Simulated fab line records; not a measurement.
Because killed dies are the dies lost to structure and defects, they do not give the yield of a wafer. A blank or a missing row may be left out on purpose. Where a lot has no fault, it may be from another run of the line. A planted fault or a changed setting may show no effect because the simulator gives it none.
What tool caused it? | flow n5Finfet | 24 lots, 72 wafers sampled, at 5 steps of a route of 1938

## WHAT EACH GAUGE READ, for each wafer
N5_BEOL_M5_RS_MEAS_57: measurement is done with a four-point probe. Usual: M5_RS gives 0.394 ohm/sq (standard deviation 0.0093).
lot  | measured     | on           | M5_RS (ohm/sq)    | flag
L074 | day 9 15:32  | filmMetro-01 | 0.399 0.410 0.405 | 
L075 | day 9 16:12  | filmMetro-02 | 0.397 0.394 0.391 | 
L076 | day 10 08:30 | filmMetro-01 | 0.384 0.403 0.383 | 
L077 | day 10 09:53 | filmMetro-01 | 0.383 0.386 0.377 | 
L079 | day 10 14:54 | filmMetro-02 | 0.396 0.401 0.394 | 
L078 | day 10 15:31 | filmMetro-02 | 0.389 0.387 0.390 | 
L081 | day 10 19:02 | filmMetro-01 | 0.392 0.393 0.392 | 
L082 | day 10 21:08 | filmMetro-01 | 0.395 0.383 0.407 | 
L080 | day 11 07:42 | filmMetro-01 | 0.384 0.395 0.394 | 
L083 | day 12 04:34 | filmMetro-02 | 0.394 0.381 0.392 | 
L084 | day 12 14:41 | filmMetro-02 | 0.403 0.407 0.410 | 
L085 | day 13 06:53 | filmMetro-01 | 0.376 0.402 0.394 | 
L086 | day 13 15:10 | filmMetro-02 | 0.402 0.413 0.398 | 
L087 | day 13 15:41 | filmMetro-01 | 0.382 0.403 0.388 | 
L088 | day 14 12:47 | filmMetro-02 | 0.398 0.416 0.396 | 
L089 | day 14 18:28 | filmMetro-01 | 0.375 0.391 0.401 | 
L090 | day 15 06:06 | filmMetro-01 | 0.390 0.400 0.393 | 
L094 | day 15 11:39 | filmMetro-01 | 0.398 0.397 0.386 | 
L092 | day 15 15:43 | filmMetro-02 | 0.385 0.389 0.385 | 
L093 | day 15 18:08 | filmMetro-01 | 0.392 0.380 0.382 | 
L091 | day 15 21:52 | filmMetro-02 | 0.401 0.385 0.390 | 
L095 | day 15 23:55 | filmMetro-02 | 0.406 0.388 0.393 | 
L097 | day 16 10:20 | filmMetro-01 | 0.389 0.394 0.389 | 
L096 | day 16 17:00 | filmMetro-01 | 0.404 0.396 0.388 | 

N5_BEOL_M5_INSPECT_58: inspects for defects (darkfield). Usual: rawDefectCount 69, standard deviation 20.
lot  | measured     | on               | rawDefectCount | flag
L074 | day 9 15:34  | defectInspect-02 | 75 94 110      | 
L075 | day 9 16:14  | defectInspect-01 | 44 26 46       | 
L076 | day 10 08:31 | defectInspect-02 | 73 70 86       | 
L077 | day 10 09:55 | defectInspect-02 | 84 58 68       | 
L079 | day 10 14:56 | defectInspect-02 | 74 74 109      | 
L078 | day 10 15:32 | defectInspect-01 | 97 90 81       | 
L081 | day 10 19:04 | defectInspect-02 | 63 64 55       | 
L082 | day 10 21:10 | defectInspect-01 | 85 51 52       | 
L080 | day 11 07:43 | defectInspect-02 | 56 68 60       | 
L083 | day 12 04:35 | defectInspect-02 | 91 67 69       | 
L084 | day 12 14:43 | defectInspect-02 | 58 59 63       | 
L085 | day 13 06:55 | defectInspect-02 | 87 86 95       | 
L086 | day 13 15:11 | defectInspect-01 | 38 44 45       | 
L087 | day 13 15:42 | defectInspect-02 | 69 68 85       | 
L088 | day 14 12:49 | defectInspect-02 | 79 88 78       | 
L089 | day 14 18:30 | defectInspect-01 | 54 75 97       | 
L090 | day 15 06:08 | defectInspect-01 | 57 50 66       | 
L094 | day 15 11:40 | defectInspect-01 | 33 69 33       | 
L092 | day 15 15:44 | defectInspect-02 | 85 56 97       | 
L093 | day 15 18:09 | defectInspect-02 | 38 71 59       | 
L091 | day 15 21:53 | defectInspect-01 | 103 77 86      | 
L095 | day 15 23:56 | defectInspect-01 | 63 66 70       | 
L097 | day 16 10:22 | defectInspect-01 | 68 75 63       | 
L096 | day 16 17:01 | defectInspect-01 | 62 43 68       | 

N5_BEOL_M6_CD_MEAS_18: pitch 80 nm, target cd 40 nm. Usual: cdNm 40.2 nm, standard deviation 0.46.
lot  | measured     | on       | cdNm (nm)      | flag
L074 | day 9 18:08  | cdSem-02 | 40.1 39.3 39.3 | 
L075 | day 9 18:30  | cdSem-03 | 40.4 40.0 40.9 | 
L076 | day 10 10:41 | cdSem-02 | 40.6 40.5 40.6 | 
L077 | day 10 14:53 | cdSem-01 | 40.2 40.8 40.7 | 
L079 | day 10 20:04 | cdSem-01 | 40.4 39.9 40.0 | 
L078 | day 10 20:15 | cdSem-02 | 40.7 40.0 40.5 | 
L081 | day 10 21:08 | cdSem-03 | 40.0 39.6 39.6 | 
L082 | day 11 01:22 | cdSem-03 | 40.2 40.9 40.6 | 
L080 | day 11 11:47 | cdSem-02 | 40.8 40.5 40.8 | 
L083 | day 12 06:40 | cdSem-01 | 39.7 39.1 39.4 | 
L084 | day 12 17:04 | cdSem-02 | 40.0 39.9 39.6 | 
L085 | day 13 09:25 | cdSem-01 | 39.7 40.3 39.4 | 
L086 | day 13 18:51 | cdSem-01 | 40.4 40.5 40.3 | 
L087 | day 13 19:37 | cdSem-02 | 39.9 39.8 40.1 | 
L088 | day 14 15:20 | cdSem-03 | 39.8 39.1 39.5 | 
L089 | day 14 20:44 | cdSem-01 | 39.4 40.1 40.0 | 
L090 | day 15 09:06 | cdSem-02 | 40.1 40.8 40.1 | 
L094 | day 15 16:05 | cdSem-01 | 40.0 40.3 40.7 | 
L092 | day 15 17:53 | cdSem-01 | 40.8 41.0 40.1 | 
L093 | day 15 22:05 | cdSem-01 | 39.9 40.2 40.0 | 
L091 | day 15 23:55 | cdSem-03 | 39.9 40.3 40.8 | 
L095 | day 16 04:22 | cdSem-02 | 40.3 40.6 40.6 | 
L097 | day 16 13:27 | cdSem-03 | 40.7 40.4 40.2 | 
L096 | day 16 19:52 | cdSem-01 | 40.5 40.5 40.5 | 

## WHICH TOOL RAN EACH LOT (tool, then ch and the chambers of the sampled wafers, then the start)
lot  | N5_BEOL_M5_ANNEAL_51            | N5_BEOL_M6_DESCUM_16
L074 | rtpAnneal-02 ch 0, day 9 14:26  | rieDiel-03 ch 0,1,3, day 9 17:40
L075 | rtpAnneal-01 ch 0, day 9 15:13  | rieDiel-05 ch 0,1,3, day 9 17:57
L076 | rtpAnneal-01 ch 0, day 10 07:34 | rieDiel-06 ch 0,2, day 10 10:13
L077 | rtpAnneal-02 ch 0, day 10 09:10 | rieDiel-05 ch 2,3, day 10 14:20
L079 | rtpAnneal-01 ch 0, day 10 14:07 | rieDiel-06 ch 0,1,3, day 10 19:37
L078 | rtpAnneal-01 ch 0, day 10 14:39 | rieDiel-05 ch 1,2, day 10 19:47
L081 | rtpAnneal-02 ch 0, day 10 18:14 | rieDiel-03 ch 0,1,2, day 10 20:40
L082 | rtpAnneal-02 ch 0, day 10 20:10 | rieDiel-03 ch 0,1, day 11 00:54
L080 | rtpAnneal-01 ch 0, day 11 06:56 | rieDiel-03 ch 2,3, day 11 11:19
L083 | rtpAnneal-02 ch 0, day 12 03:46 | rieDiel-05 ch 1,2,3, day 12 06:12
L084 | rtpAnneal-01 ch 0, day 12 13:50 | rieDiel-03 ch 0,1,3, day 12 16:36
L085 | rtpAnneal-02 ch 0, day 13 06:02 | rieDiel-06 ch 0,3, day 13 08:58
L086 | rtpAnneal-01 ch 0, day 13 14:22 | rieDiel-03 ch 0,1, day 13 18:23
L087 | rtpAnneal-02 ch 0, day 13 14:43 | rieDiel-06 ch 0,1,2, day 13 18:59
L088 | rtpAnneal-02 ch 0, day 14 11:56 | rieDiel-03 ch 1,2,3, day 14 14:47
L089 | rtpAnneal-02 ch 0, day 14 17:37 | rieDiel-05 ch 1,2, day 14 20:09
L090 | rtpAnneal-02 ch 0, day 15 05:13 | rieDiel-05 ch 0,1, day 15 08:36
L094 | rtpAnneal-02 ch 0, day 15 10:18 | rieDiel-06 ch 0,1,3, day 15 15:37
L092 | rtpAnneal-02 ch 0, day 15 14:53 | rieDiel-05 ch 0,1, day 15 17:25
L093 | rtpAnneal-02 ch 0, day 15 15:47 | rieDiel-06 ch 0,2, day 15 21:31
L091 | rtpAnneal-02 ch 0, day 15 21:04 | rieDiel-05 ch 1,3, day 15 23:27
L095 | rtpAnneal-02 ch 0, day 15 23:01 | rieDiel-05 ch 0,3, day 16 03:55
L097 | rtpAnneal-02 ch 0, day 16 09:29 | rieDiel-05 ch 1,3, day 16 12:59
L096 | rtpAnneal-02 ch 0, day 16 16:07 | rieDiel-05 ch 1,2, day 16 19:21
- N5_BEOL_M5_ANNEAL_51: time 90 s.
- N5_BEOL_M6_DESCUM_16: chemistry O2, time 7.9 s.

## WHAT THE TOOLS THEMSELVES READ (means of the sampled wafers that have a number; where no wafer has one, the mark that the record gives instead)
N5_BEOL_M5_ANNEAL_51. Usual: annealTempCMax 226.4, standard deviation 0.33; wafer_temp_C_max 226.1, standard deviation 0.38.
lot  | tool         | annealTempCMax | wafer_temp_C_max | flag
L074 | rtpAnneal-02 | 226.5          | 226.5            | 
L075 | rtpAnneal-01 | 226.2          | 225.7            | 
L076 | rtpAnneal-01 | 226.2          | 225.7            | 
L077 | rtpAnneal-02 | 226.3          | 226.2            | 
L079 | rtpAnneal-01 | 226.0          | 225.8            | 
L078 | rtpAnneal-01 | 226.0          | 225.6            | 
L081 | rtpAnneal-02 | 226.4          | 226.1            | 
L082 | rtpAnneal-02 | 226.3          | 226.1            | 
L080 | rtpAnneal-01 | 225.8          | 225.8            | 
L083 | rtpAnneal-02 | 226.4          | 226.1            | 
L084 | rtpAnneal-01 | 226.3          | 225.5            | 
L085 | rtpAnneal-02 | 226.6          | 226.5            | 
L086 | rtpAnneal-01 | 226.0          | 225.6            | 
L087 | rtpAnneal-02 | 226.5          | 226.4            | 
L088 | rtpAnneal-02 | 226.3          | 226.1            | 
L089 | rtpAnneal-02 | 226.3          | 226.4            | 
L090 | rtpAnneal-02 | 226.3          | 226.1            | 
L094 | rtpAnneal-02 | 226.6          | 226.4            | 
L092 | rtpAnneal-02 | 226.4          | 226.2            | 
L093 | rtpAnneal-02 | 226.3          | 226.1            | 
L091 | rtpAnneal-02 | 226.5          | 226.0            | 
L095 | rtpAnneal-02 | 226.4          | 226.1            | 
L097 | rtpAnneal-02 | 226.5          | 226.0            | 
L096 | rtpAnneal-02 | 226.1          | 226.5            | 

N5_BEOL_M6_DESCUM_16. Usual: drypumpMotorCurrentA 5.50 A, standard deviation 0.23; oesProductAu 0.78 a.u., standard deviation 0.075; rfFwdPowerW 49.46 W, standard deviation 0.22; rfVppV 243.1 V, standard deviation 1.4; showerheadPlenumPTorr 2.09 Torr, standard deviation 0.069; throttleValvePct 20.44 %, standard deviation 0.26.
lot  | tool       | drypumpMotorCurrentA (A) | oesProductAu (a.u.) | rfFwdPowerW (W) | rfVppV (V) | showerheadPlenumPTorr (Torr) | throttleValvePct (%) | flag
L074 | rieDiel-03 | 5.42                     | 0.81                | 49.49           | 243.6      | 2.11                         | 20.38                | 
L075 | rieDiel-05 | 5.43                     | 0.86                | 49.52           | 243.9      | 2.15                         | 20.49                | 
L076 | rieDiel-06 | 5.36                     | 0.72                | 49.41           | 242.5      | 2.05                         | 20.37                | 
L077 | rieDiel-05 | 5.70                     | 0.82                | 49.33           | 243.8      | 2.11                         | 20.34                | 
L079 | rieDiel-06 | 5.56                     | 0.76                | 49.24           | 242.8      | 2.06                         | 20.39                | 
L078 | rieDiel-05 | 5.67                     | 0.85                | 49.54           | 243.3      | 2.12                         | 20.38                | 
L081 | rieDiel-03 | 5.49                     | 0.77                | 49.37           | 242.3      | 2.04                         | 20.29                | 
L082 | rieDiel-03 | 5.44                     | 0.81                | 49.53           | 243.2      | 2.11                         | 20.16                | 
L080 | rieDiel-03 | 5.40                     | 0.80                | 49.36           | 243.6      | 2.05                         | 20.61                | 
L083 | rieDiel-05 | 5.68                     | 0.82                | 49.54           | 243.2      | 2.11                         | 20.36                | 
L084 | rieDiel-03 | 5.38                     | 0.79                | 49.29           | 243.4      | 2.10                         | 20.40                | 
L085 | rieDiel-06 | 5.46                     | 0.73                | 49.03           | 242.0      | 2.02                         | 20.67                | 
L086 | rieDiel-03 | 5.44                     | 0.74                | 49.59           | 242.9      | 2.09                         | 20.33                | 
L087 | rieDiel-06 | 5.56                     | 0.72                | 49.57           | 242.7      | 2.05                         | 20.31                | 
L088 | rieDiel-03 | 5.45                     | 0.78                | 49.40           | 242.6      | 2.04                         | 20.43                | 
L089 | rieDiel-05 | 5.81                     | 0.74                | 49.51           | 243.1      | 2.08                         | 20.39                | 
L090 | rieDiel-05 | 5.26                     | 0.76                | 49.56           | 242.9      | 2.15                         | 20.70                | 
L094 | rieDiel-06 | 5.57                     | 0.72                | 49.53           | 242.6      | 2.05                         | 20.47                | 
L092 | rieDiel-05 | 5.41                     | 0.81                | 49.28           | 243.6      | 2.14                         | 20.58                | 
L093 | rieDiel-06 | 5.44                     | 0.69                | 49.44           | 241.2      | 2.00                         | 20.58                | 
L091 | rieDiel-05 | 5.57                     | 0.85                | 49.45           | 243.2      | 2.13                         | 20.44                | 
L095 | rieDiel-05 | 5.44                     | 0.79                | 49.64           | 243.7      | 2.13                         | 20.56                | 
L097 | rieDiel-05 | 5.56                     | 0.83                | 49.53           | 242.7      | 2.12                         | 20.45                | 
L096 | rieDiel-05 | 5.65                     | 0.88                | 49.67           | 242.8      | 2.11                         | 20.32                | 

## THE ANSWER, worked out from the rows above alone
Rule: take the mean of a lot's wafers that have a number; if it is more than 3 standard deviations from the usual mean, the lot is off. Also off: a lot with no number at a reading for which 4 or more lots have one. Any other lot the step has rows for is counted as sound. Order of review: gauges by route order, followed by the tools' own readings, for which a lot's mean as printed above is used. At the first step where some lot is off, the reading lying furthest off is the one used; lots without a number count as furthest.
None of the lots is off at any reading shown; this tells nothing.

## WHAT THE SIMULATOR HAD PUT IN
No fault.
